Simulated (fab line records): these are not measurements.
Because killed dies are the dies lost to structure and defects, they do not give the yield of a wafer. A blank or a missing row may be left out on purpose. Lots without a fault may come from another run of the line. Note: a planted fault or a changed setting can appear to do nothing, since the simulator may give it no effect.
fab line records / flow n5-finfet
record: lots: 4 wafers: 12 last-day: 19
route steps=1938 shown BEOL_M8@1386 BEOL_M9@1401 PASSIVATION@1936
lots that met no fault: from a run of the same line without faults
start-h: hours from the record's opening day to when the first of the lot's shown wafers began / wait-h: hours from the lot's prior step to this one / " the same as in the row above / L1.1+2: a single row standing in for several wafers / - either no value or no given start / * or withheld: withheld / < > ~ a bound
route shown NAME@n: names a module that has steps shown in the file, with the first one's number in the route / usual: average and standard deviation across the fault-free wafers / same: alike in all rows / chamber/n: place in a boat / sites: the reading at each site / _std_site: standard deviation of those values / _edge_site: mean of outer sites minus mean of inner sites / radius-mm: for every site, how far away it sits from the centre of the wafer / mask NAME#n: copy n / behind: the most recent tool/chamber to have shaped the wafer / hold: why the lot went on hold/how many hours it stayed there/how the hold came to an end / device: the transistor (n, p or np) that didn't switch / end of line: the route-end tests of the same wafers / a step given without rows: its recipe and nothing more / killed: dies lost to structure and defects at the first sort, not the wafer's yield / map: per-die view of a wafer (x killed, . not killed, _ where there is no die)
set.NAME: the setting as run; set.NAME@STEP: as run at that earlier step / model.NAME: the simulator's own value behind a step, which no gauge read
lots at selected steps of the route; one table per step, one row per wafer
services: from which hour (start-h, from the record's first day; less than 0 if before it) a tool's chamber was out of use, for how many hours, and why
== steps ==
step: N5_BEOL_M8_CURE_75
recipe: temp-c: 370 time-s: 120 ambient: DMADMS/He material: SiCOH_lowk
step: N5_BEOL_M8_DEGAS_44
recipe: ambient: vacuum temp-c: 250 time-s: 60
step: N5_BEOL_M8_PRE_CLEAN_45
recipe: gas: H2/He time-s: 30 temp-c: 250
step: N5_BEOL_M8_ALD_77
recipe: material: TaN target-thk-a: 20 temp-c: 275 ald-precursor-family: PDMAT ald-co-reactant: NH3 pressure-torr: 3 carrier-flow-sccm: 1500 pulse-time-s: 2 purge-time-s: 3 co-reactant-purge-time-s: 2 co-reactant-pulse-time-s: 3 ald-cycles: 40 precursor-vessel-temp-c: 75 precursor-vessel-pressure-torr: 26.25 precursor-vessel-carrier-sccm: 1000
step: N5_BEOL_M8_SURFACE_TREAT_79
recipe: gas: Ar time-s: * ion-energy-ev: * ion-current-ma-cm2: 0.5 pressure-mtorr: * ar-flow-sccm: 30
step: N5_BEOL_M8_CVD_78
recipe: material: Co target-thk-a: 20 temp-c: withheld precursor: CCTBA/H2 pressure-torr: 30 time-s: 142.3
step: N5_BEOL_M8_SPUTTER_48
recipe: material: Cu target-thk-a: 100 temp-c: -20 bias-v: 60 power-w: 26000 chamber-pressure-pa: 0.13 time-s: 1.667
step: N5_BEOL_M8_ECD_50
recipe: material: Cu target-thk-a: 3000
step: N5_BEOL_M8_ANNEAL_51
recipe: temp-c: 225 time-s: 90 ambient: N2
step: N5_BEOL_M8_CMP_52
recipe: stop-on: SiCOH_lowk t-overpolish-s: 6.9 down-force-psi: 1 platen-rpm: 50 clearing-platen-down-force-psi: 1.5 clearing-platen-rpm: 50 post-cmp-clean: cu-alkaline target-thk-nm: 80 clearing-platen-pad-velocity-m-s: 0.99484 pad-velocity-m-s: 0.99484
step: N5_BEOL_M8_PRE_CLEAN_55
recipe: gas: NH3 time-s: 15 temp-c: withheld rf-power-w: 300
step: N5_BEOL_M8_DEP_56
recipe: material: SiCN target-thk-a: 100 temp-c: withheld precursor: 3MS/NH3 pressure-torr: 3 rf-w: 202 time-s: 17.5
usual: chamber-pressure-Torr: 2.999/0.0058 showerhead-plenum-p-Torr: 3.666/0.012 throttle-valve-pct: 9.0/0.44
lot.wafer=L756.1 tool=pecvd-01 chamber=1 start-h=233.88 wait-h=0.0 chamber-pressure-Torr=3.002 showerhead-plenum-p-Torr=3.666 throttle-valve-pct=9.7
lot.wafer=L756.3 tool=pecvd-01 chamber=2 start-h=233.88 wait-h=0.0 chamber-pressure-Torr=2.993 showerhead-plenum-p-Torr=3.665 throttle-valve-pct=8.4
lot.wafer=L756.5 tool=pecvd-01 chamber=2 start-h=233.88 wait-h=0.0 chamber-pressure-Torr=3.003 showerhead-plenum-p-Torr=3.671 throttle-valve-pct=8.6
lot.wafer=L768.1 tool=pecvd-01 chamber=0 start-h=304.88 wait-h=0.0 chamber-pressure-Torr=3.002 showerhead-plenum-p-Torr=3.681 throttle-valve-pct=9.4
lot.wafer=L768.4 tool=pecvd-01 chamber=1 start-h=304.88 wait-h=0.0 chamber-pressure-Torr=3.001 showerhead-plenum-p-Torr=3.663 throttle-valve-pct=9.8
lot.wafer=L768.5 tool=pecvd-01 chamber=2 start-h=304.88 wait-h=0.0 chamber-pressure-Torr=2.994 showerhead-plenum-p-Torr=3.666 throttle-valve-pct=8.6
lot.wafer=L767.2 tool=pecvd-01 chamber=0 start-h=306.05 wait-h=0.0 chamber-pressure-Torr=3.004 showerhead-plenum-p-Torr=3.680 throttle-valve-pct=9.1
lot.wafer=L767.4 tool=pecvd-01 chamber=0 start-h=306.05 wait-h=0.0 chamber-pressure-Torr=3.002 showerhead-plenum-p-Torr=3.676 throttle-valve-pct=9.1
lot.wafer=L767.6 tool=pecvd-01 chamber=2 start-h=306.05 wait-h=0.0 chamber-pressure-Torr=3.007 showerhead-plenum-p-Torr=3.670 throttle-valve-pct=8.5
lot.wafer=L778.1 tool=pecvd-03 chamber=0 start-h=378.66 wait-h=0.0 chamber-pressure-Torr=3.000 showerhead-plenum-p-Torr=3.645 throttle-valve-pct=9.0
lot.wafer=L778.2 tool=pecvd-03 chamber=1 start-h=378.66 wait-h=0.0 chamber-pressure-Torr=3.001 showerhead-plenum-p-Torr=3.695 throttle-valve-pct=8.7
lot.wafer=L778.6 tool=pecvd-03 chamber=0 start-h=378.66 wait-h=0.0 chamber-pressure-Torr=3.000 showerhead-plenum-p-Torr=3.654 throttle-valve-pct=9.6
step: N5_BEOL_M8_INSPECT_58
recipe: inspect-instrument: darkfield mode: post-dep
usual: raw-defect-count: 69/20
lot.wafer=L756.1 tool=defect-inspect-02 chamber=- start-h=233.98 wait-h=0.0 raw-defect-count=84
lot.wafer=L756.3 tool=defect-inspect-02 chamber=- start-h=233.98 wait-h=0.0 raw-defect-count=74
lot.wafer=L756.5 tool=defect-inspect-02 chamber=- start-h=233.98 wait-h=0.0 raw-defect-count=68
lot.wafer=L768.1 tool=defect-inspect-02 chamber=- start-h=304.97 wait-h=0.0 raw-defect-count=1010
lot.wafer=L768.4 tool=defect-inspect-02 chamber=- start-h=304.97 wait-h=0.0 raw-defect-count=1015
lot.wafer=L768.5 tool=defect-inspect-02 chamber=- start-h=304.97 wait-h=0.0 raw-defect-count=1125
lot.wafer=L767.2 tool=defect-inspect-02 chamber=- start-h=306.15 wait-h=0.0 raw-defect-count=1026
lot.wafer=L767.4 tool=defect-inspect-02 chamber=- start-h=306.15 wait-h=0.0 raw-defect-count=1024
lot.wafer=L767.6 tool=defect-inspect-02 chamber=- start-h=306.15 wait-h=0.0 raw-defect-count=1029
lot.wafer=L778.1 tool=defect-inspect-02 chamber=- start-h=378.76 wait-h=0.0 raw-defect-count=71
lot.wafer=L778.2 tool=defect-inspect-02 chamber=- start-h=378.76 wait-h=0.0 raw-defect-count=88
lot.wafer=L778.6 tool=defect-inspect-02 chamber=- start-h=378.76 wait-h=0.0 raw-defect-count=42
step: N5_BEOL_M9_ILD_DEP_00
recipe: material: SiCOH_lowk target-thk-a: 3085.1 temp-c: 300 precursor: DEMS/porogen pressure-torr: 5 rf-w: 500 time-s: 58
step: N5_BEOL_M9_CURE_71
recipe: temp-c: 385 time-s: 240 ambient: He/Ar material: SiCOH_lowk
step: N5_BEOL_M9_PECVD_70
recipe: material: SiO2 target-thk-a: 200 temp-c: 400 precursor: TEOS/O2 pressure-torr: 5.5 rf-w: 450 teos-flow-sccm: 53.8 gas: O2 flow-sccm: 3000 time-s: 22.7
step: N5_BEOL_M9_HM_DEP_02
recipe: material: TiN target-thk-a: 200 temp-c: 25 chamber-pressure-pa: 0.49996
step: N5_BEOL_M9_COAT_59
recipe: resist: SOC temp-c: 250 time-s: 60 spin-rpm: 1500 resist-thk-nm: 100
step: N5_BEOL_M9_COAT_60
recipe: resist: SiARC temp-c: 220 time-s: 60 spin-rpm: 1500 resist-thk-nm: 30
step: N5_BEOL_M9_COAT_05
recipe: resist: CAR-ArF spin-rpm: 1500 resist-thk-nm: 90
step: N5_BEOL_M9_EBR_07
recipe: solvent: PGMEA ebr-width-mm: 1.5
step: N5_BEOL_M9_SOFTBAKE_06
recipe: temp-c: 110 time-s: 60 resist: CAR-ArF
step: N5_BEOL_M9_EXPOSE_08
recipe: mask-id: M9 na: 1.35 source-shape: dipole sigma-inner: 0.411 sigma-outer: 0.611 polarization: te dose-mj: 53.75
step: N5_BEOL_M9_PEB_09
recipe: peb-temp-c: withheld peb-time-s: 60 resist: CAR-ArF
step: N5_BEOL_M9_DEVELOP_10
recipe: develop-time-s: 30 developer: TMAH resist: CAR-ArF rinse-liquid: diw dry: air-spin dev-temp-c: 23
step: N5_BEOL_M9_INSPECT_13
recipe: mode: adi inspect-instrument: brightfield
usual: raw-defect-count: 404/77
lot.wafer=L756.1 tool=defect-inspect-02 chamber=- start-h=238.55 wait-h=0.0 raw-defect-count=357
lot.wafer=L756.3 tool=defect-inspect-02 chamber=- start-h=238.55 wait-h=0.0 raw-defect-count=402
lot.wafer=L756.5 tool=defect-inspect-02 chamber=- start-h=238.55 wait-h=0.0 raw-defect-count=370
lot.wafer=L768.1 tool=defect-inspect-02 chamber=- start-h=306.35 wait-h=0.0 raw-defect-count=1219
lot.wafer=L768.4 tool=defect-inspect-02 chamber=- start-h=306.35 wait-h=0.0 raw-defect-count=1317
lot.wafer=L768.5 tool=defect-inspect-02 chamber=- start-h=306.35 wait-h=0.0 raw-defect-count=1431
lot.wafer=L767.2 tool=defect-inspect-01 chamber=- start-h=307.93 wait-h=0.0 raw-defect-count=1238
lot.wafer=L767.4 tool=defect-inspect-01 chamber=- start-h=307.93 wait-h=0.0 raw-defect-count=1199
lot.wafer=L767.6 tool=defect-inspect-01 chamber=- start-h=307.93 wait-h=0.0 raw-defect-count=1273
lot.wafer=L778.1 tool=defect-inspect-01 chamber=- start-h=382.75 wait-h=0.0 raw-defect-count=379
lot.wafer=L778.2 tool=defect-inspect-01 chamber=- start-h=382.75 wait-h=0.0 raw-defect-count=550
lot.wafer=L778.6 tool=defect-inspect-01 chamber=- start-h=382.75 wait-h=0.0 raw-defect-count=421
step: N5_BEOL_M9_DESCUM_16
recipe: chemistry: O2 time-s: 7.9 source-power-w: 50 bias-power-w: 20 pressure-mtorr: 20 rf-frequency-hz: 2.712e+07 temp-c: 40 resist: CAR-ArF o2-flow-sccm: 225
step: N5_PASSIVATION_PROBE_49
usual: defect-limited-yield: 91.4/1.5 killed_at_M0_to_M3: 35/12 killed_at_M4_up: 13/5.8 killed-at-contacts: 12/5.5 killed-at-front-end: 36/9.9 killed-at-other: 4/3.7 killed-dies: 101/18 killed-open: 66/13 killed-short: 33/8 sort_bin_4_leakage: 0.00/0.016 sort_bin_5_function: 5.0/1 sort_bin_6_memory: 3.2/0.67 sort-n-pass: 1079/18 sort-yield-pct: 91.4/1.5
same: gross-dies: 1180 killed-at-back-side: 0 sort_bin_8_speed[%]: 0
lot.wafer=L767.2 tool=prober-01 chamber=- start-h=368.89 wait-h=0.1 defect-limited-yield[%]=83.0 killed_at_M0_to_M3=23 killed_at_M4_up=137 killed-at-contacts=2 killed-at-front-end=36 killed-at-other=3 killed-dies=201 killed-open=46 killed-short=25 sort_bin_4_leakage[%]=0 sort_bin_5_function[%]=9.7 sort_bin_6_memory[%]=4.1 sort-n-pass=979 sort-yield-pct[%]=83.0
lot.wafer=L767.4 tool=prober-01 chamber=- start-h=368.99 wait-h=0.2 defect-limited-yield[%]=83.1 killed_at_M0_to_M3=30 killed_at_M4_up=142 killed-at-contacts=2 killed-at-front-end=24 killed-at-other=1 killed-dies=199 killed-open=45 killed-short=19 sort_bin_4_leakage[%]=0 sort_bin_5_function[%]=10.8 sort_bin_6_memory[%]=2.6 sort-n-pass=981 sort-yield-pct[%]=83.1
lot.wafer=L767.6 tool=prober-01 chamber=- start-h=369.09 wait-h=0.3 defect-limited-yield[%]=82.0 killed_at_M0_to_M3=22 killed_at_M4_up=145 killed-at-contacts=7 killed-at-front-end=36 killed-at-other=2 killed-dies=212 killed-open=44 killed-short=25 sort_bin_4_leakage[%]=0 sort_bin_5_function[%]=10.8 sort_bin_6_memory[%]=3.5 sort-n-pass=968 sort-yield-pct[%]=82.0
lot.wafer=L768.1 tool=prober-02 chamber=- start-h=372.10 wait-h=0.0 defect-limited-yield[%]=81.7 killed_at_M0_to_M3=17 killed_at_M4_up=142 killed-at-contacts=17 killed-at-front-end=39 killed-at-other=1 killed-dies=216 killed-open=50 killed-short=34 sort_bin_4_leakage[%]=0 sort_bin_5_function[%]=11.4 sort_bin_6_memory[%]=3.6 sort-n-pass=964 sort-yield-pct[%]=81.7
lot.wafer=L768.4 tool=prober-02 chamber=- start-h=372.25 wait-h=0.2 defect-limited-yield[%]=80.2 killed_at_M0_to_M3=31 killed_at_M4_up=161 killed-at-contacts=6 killed-at-front-end=32 killed-at-other=4 killed-dies=234 killed-open=53 killed-short=32 sort_bin_4_leakage[%]=0 sort_bin_5_function[%]=12.5 sort_bin_6_memory[%]=4.3 sort-n-pass=946 sort-yield-pct[%]=80.2
lot.wafer=L768.5 tool=prober-02 chamber=- start-h=372.30 wait-h=0.2 defect-limited-yield[%]=79.7 killed_at_M0_to_M3=32 killed_at_M4_up=164 killed-at-contacts=12 killed-at-front-end=32 killed-at-other=0 killed-dies=240 killed-open=63 killed-short=27 sort_bin_4_leakage[%]=0.08 sort_bin_5_function[%]=12.2 sort_bin_6_memory[%]=4.8 sort-n-pass=939 sort-yield-pct[%]=79.6
killed by level:class
L767.2 BEOL_M8:unspecified=128 BEOL_M3:geometric-particle:open=7 SPACER0:geometric-particle:open=6 GATE_CUT:geometric-particle:short=6 BEOL_M1:geometric-particle:open=6 FIN_SAQP:geometric-particle:open=5 STI_FIN_REVEAL:geometric-particle:open=3 DUMMY_GATE:geometric-particle:open=3
L767.4 BEOL_M8:unspecified=134 BEOL_M0_SAQP:geometric-particle:open=7 BEOL_M0_SAQP:geometric-particle:short=7 STI_FIN_REVEAL:geometric-particle:open=6 DUMMY_GATE:geometric-particle:open=6 BEOL_M3:geometric-particle:open=6 BEOL_M2:geometric-particle:open=4 BEOL_M5:geometric-particle:open=4
L767.6 BEOL_M8:unspecified=138 BEOL_M3:geometric-particle:open=7 FIN_SAQP:geometric-particle:short=6 DUMMY_GATE:geometric-particle:open=6 MOL_CONTACT_COAG:geometric-particle:open=6 HKMG_FIN:area-etch=5 BEOL_M0_SAQP:geometric-particle:open=4 SPACER0:geometric-particle:open=4
L768.1 BEOL_M8:unspecified=131 MOL_CONTACT_COAG:geometric-particle:open=14 FIN_SAQP:geometric-particle:short=8 DUMMY_GATE:geometric-particle:open=6 FIN_SAQP:geometric-particle:open=3 STI_FIN_REVEAL:geometric-particle:open=3 MOL_CONTACT_COAG:geometric-particle:short=3 BEOL_M0_SAQP:geometric-particle:short=3
L768.4 BEOL_M8:unspecified=148 FIN_SAQP:geometric-particle:open=7 BEOL_M3:geometric-particle:open=7 STI_FIN_REVEAL:geometric-particle:open=6 ILD0:geometric-particle:short=6 BEOL_M2:geometric-particle:open=6 BEOL_M1:geometric-particle:open=5 DUMMY_GATE:geometric-particle:open=4
L768.5 BEOL_M8:unspecified=149 BEOL_M4:geometric-particle:open=10 MOL_CONTACT_COAG:geometric-particle:open=9 BEOL_M1:geometric-particle:open=7 BEOL_M2:geometric-particle:open=7 BEOL_M0_SAQP:geometric-particle:short=6 FIN_SAQP:geometric-particle:open=5 FIN_SAQP:geometric-particle:short=5
map L767.6 (x killed, . not)
_________________............________________
______________....x............._____________
___________.x...x...x....x.........__________
__________.........................._________
________........x.......x.........x..._______
_______................................______
______......x.....x.x................x.._____
_____...........................x........____
____....x.........x.........xx............___
___............x...........................__
___........x........x............x.........__
__....xx................................x..x_
__x...................x....................._
_...............x...........x................
_x.............................x.............
_.......x........x.x..x......................
_..x.x.x....x..xxxx........x.......x.x.x.....
_..x.......x.xxxxxxxxx..x........x...........
_.........xxxxxxxxxxxxxx.x...................
_...........xxxxxxxxxxx.x.x.....x............
_.x...x....xxxxxxxxxxxxxx.............x......
__.x.....x..xxxxxxxxxxxxxx.x......x....x...._
__..........xxxxxxxxxxxxxx.x.......x........_
___.........xxxxxxxxxxxx.x.x....x.x......x.__
___........xxxxxxxxxxxx.x..x...............__
____.......xx.xxxxxxxxxx...........x.x...x___
_____.........x.xxxxxxx...xx........x....____
______x.........xxxx.xx................._____
_______............xx...........x......______
________...............x.............._______
__________..x...............x......._________
___________........................__________
______________..............x..._____________
_________________............________________
map L768.5 (x killed, . not)
_________________............________________
______________............x..x.._____________
___________........x...............__________
__________..........xx.............._________
________x.............x.............x._______
_______.........x....x........xx.......______
______x....x........................x..._____
_____......x.............x...........x...____
____..............x..x....................___
___........x......x....................xx..__
___..x.x...........x....x...........x......__
__......x.....x..x..x.....................x._
__.......x..............x..x...x......x....._
_.....x...................x............x.....
_....x......x......................x.........
_......x.................xx.........x....x.x.
_.x...........xxxx.x.x......x.........x......
_........x....xxxxxxxxx...................x..
_..x.....x.xx.xxxxxxxxxx.x.........x.........
_........x.xxxxxxxxxxxxxxx...................
_.......x.xx.xxxxxxxxxxxx.xx....x....x.......
__........xxxxxxxxxxxxxxx.x.....x..........x_
__........x.xxxxxxxxxxxxx.xx................_
___........xxxxxxxxxxxxxxx....x...........x__
___.......xxxxxxxxxxxxxxxx.................__
____........xxxxxxxxxxxxx..x...x..........___
_____.......xx.xxxxxxxx.x....x...........____
______.....x.xx.xxxxxx.x.x.x............_____
_______........x....x..x...............______
________.............x....x..........._______
__________......x...x....x.........._________
___________....x..............x....__________
______________x............x...._____________
_________________............________________
== services ==
tool=pecvd-03 chamber=- start-h=270.84 hours=0.9 kind=repair
tool=pecvd-03 chamber=2 start-h=277.64 hours=2.1 kind=scheduled-down
tool=pecvd-03 chamber=2 start-h=326.21 hours=5.5 kind=scheduled-down
tool=pecvd-01 chamber=2 start-h=328.77 hours=2.1 kind=scheduled-down
tool=pecvd-01 chamber=1 start-h=338.48 hours=5.5 kind=scheduled-down
tool=pecvd-01 chamber=1 start-h=365.72 hours=2.1 kind=scheduled-down
== key ==
first-sign: step: N5_BEOL_M8_INSPECT_58 reading: raw-defect-count direction: up sigmas: 49 usual: 69 struck: 1038
effect: step: N5_BEOL_M9_INSPECT_13 reading: raw-defect-count direction: up sigmas: 11 usual: 404 struck: 1280
effect: step: N5_PASSIVATION_PROBE_49 reading: killed_at_M4_up direction: up sigmas: 23 usual: 13 struck: 148
more-kills-born-at: N5_BEOL_M8_DEP_56@pecvd-01: 828
met-at N5_BEOL_M8_DEP_56
struck-wafers L767.2,L767.4,L767.6,L768.1,L768.4,L768.5
onset-between 233.88 304.88
fault: kind: chamber-particle-source tool: pecvd-01 chamber: - onset-h: 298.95 steps: N5_BEOL_M8_DEP_56 rate-per-visit-cm2: 1.4639 end-h: 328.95
